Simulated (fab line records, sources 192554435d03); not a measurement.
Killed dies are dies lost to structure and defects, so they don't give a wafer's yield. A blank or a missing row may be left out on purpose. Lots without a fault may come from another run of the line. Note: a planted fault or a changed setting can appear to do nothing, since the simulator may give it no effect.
Split-lot study :: flow n5Finfet :: 7 lots, 21 wafers read, on a route of 1938 steps

## ON THE SPLIT
At N5_BEOL_M11_ETCH_41 (etches SiCN in CH3F/O2, target depth 42.6 nm, time 86 s), the setting timeS was moved away from the recipe's 86 s on 9 of the 21 wafers read, by -9.6% to +15.5%. This setting was run at the recipe's value on the other wafers.

The reading is taken at the split's own step.

## THE READING
etch.depthNm (the simulator's own value, which no gauge read), in nm, at N5_BEOL_M11_ETCH_41 (etches SiCN in CH3F/O2, target depth 42.6 nm, time 86 s). The file does not state a usual value for it. Across the 12 wafers here that went through the recipe, the average is 32.70 nm and the standard deviation 0.8 nm.

wafer: L078.1
tool, chamber at the split: rieDiel-03, 2
timeS as run, s: 93.82
against the recipe: +9.1%
etch.depthNm, nm: 34.23
against lot-mates on the recipe: +0.76

wafer: L078.4
tool, chamber at the split: rieDiel-03, 3
timeS as run, s: 86
against the recipe: recipe
etch.depthNm, nm: 33.47
against lot-mates on the recipe: -

wafer: L078.6
tool, chamber at the split: rieDiel-03, 1
timeS as run, s: 93.82
against the recipe: +9.1%
etch.depthNm, nm: 34.45
against lot-mates on the recipe: +0.98

wafer: L079.2
tool, chamber at the split: rieDiel-03, 2
timeS as run, s: 86
against the recipe: recipe
etch.depthNm, nm: 31.86
against lot-mates on the recipe: -

wafer: L079.3
tool, chamber at the split: rieDiel-03, 0
timeS as run, s: 96.91
against the recipe: +12.7%
etch.depthNm, nm: 36.11
against lot-mates on the recipe: +4.32

wafer: L079.5
tool, chamber at the split: rieDiel-03, 2
timeS as run, s: 86
against the recipe: recipe
etch.depthNm, nm: 31.71
against lot-mates on the recipe: -

wafer: L082.4
tool, chamber at the split: rieDiel-01, 3
timeS as run, s: 86
against the recipe: recipe
etch.depthNm, nm: 33.49
against lot-mates on the recipe: -

wafer: L082.5
tool, chamber at the split: rieDiel-01, 0
timeS as run, s: 86
against the recipe: recipe
etch.depthNm, nm: 32.92
against lot-mates on the recipe: -

wafer: L082.6
tool, chamber at the split: rieDiel-01, 3
timeS as run, s: 86
against the recipe: recipe
etch.depthNm, nm: 33.27
against lot-mates on the recipe: -

wafer: L083.2
tool, chamber at the split: rieDiel-01, 2
timeS as run, s: 86
against the recipe: recipe
etch.depthNm, nm: 31.53
against lot-mates on the recipe: -

wafer: L083.4
tool, chamber at the split: rieDiel-01, 3
timeS as run, s: 99.35
against the recipe: +15.5%
etch.depthNm, nm: 38.77
against lot-mates on the recipe: +7.24

wafer: L083.6
tool, chamber at the split: rieDiel-01, 3
timeS as run, s: 99.35
against the recipe: +15.5%
etch.depthNm, nm: 38.9
against lot-mates on the recipe: +7.37

wafer: L086.3
tool, chamber at the split: rieDiel-01, 2
timeS as run, s: 86
against the recipe: recipe
etch.depthNm, nm: 31.56
against lot-mates on the recipe: -

wafer: L086.5
tool, chamber at the split: rieDiel-01, 0
timeS as run, s: 86
against the recipe: recipe
etch.depthNm, nm: 32.55
against lot-mates on the recipe: -

wafer: L086.6
tool, chamber at the split: rieDiel-01, 1
timeS as run, s: 86
against the recipe: recipe
etch.depthNm, nm: 32.84
against lot-mates on the recipe: -

wafer: L093.1
tool, chamber at the split: rieDiel-04, 1
timeS as run, s: 77.73
against the recipe: -9.6%
etch.depthNm, nm: 28.51
against lot-mates on the recipe: -4.89

wafer: L093.5
tool, chamber at the split: rieDiel-04, 1
timeS as run, s: 77.73
against the recipe: -9.6%
etch.depthNm, nm: 28.45
against lot-mates on the recipe: -4.95

wafer: L093.6
tool, chamber at the split: rieDiel-04, 0
timeS as run, s: 86
against the recipe: recipe
etch.depthNm, nm: 33.4
against lot-mates on the recipe: -

wafer: L097.1
tool, chamber at the split: rieDiel-01, 2
timeS as run, s: 96.12
against the recipe: +11.8%
etch.depthNm, nm: 35.66
against lot-mates on the recipe: +1.88

wafer: L097.5
tool, chamber at the split: rieDiel-01, 3
timeS as run, s: 86
against the recipe: recipe
etch.depthNm, nm: 33.78
against lot-mates on the recipe: -

wafer: L097.6
tool, chamber at the split: rieDiel-01, 0
timeS as run, s: 96.12
against the recipe: +11.8%
etch.depthNm, nm: 37.01
against lot-mates on the recipe: +3.23

FIT RESULTS
A straight line over all 21 wafers: etch.depthNm changes by +0.353 nm for each +1% of timeS; r = +0.94; the points scatter about the line by 0.92 nm.
The same after taking each lot's own level away (the mean of its wafers on the recipe; 21 wafers): +0.379 nm for each +1%; r = +0.92; scatter 1.2 nm.
That fit puts the effect of the largest move of timeS on the reading at 5.9 nm.
The lots' own levels span 31.530 to 33.780 nm, that is 2.8 times the standard deviation above.
The two slopes agree, so the slope changes little with the lot-to-lot level.
Check: +5.02 nm against its lot-mates is what the line predicts for one of the wafers moved furthest among these (+15.5%) when that wafer is left out of the fit. Against them it came out at +7.24 nm.

## OTHER SPLITS ON THESE WAFERS
These wafers also went through other splits before the reading. Each is held against what the fit with the lots' levels taken away leaves over:
other split on the same wafers: N5_BEOL_M10_ETCH_41 sourceW
wafers away from the commonest value: 4
r with etch.depthNm (lot level and that fit taken away): +0.04

## THE FILE'S OWN FIT
etch.depthNm changes by +0.354 nm for each +1% of timeS, r = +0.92.
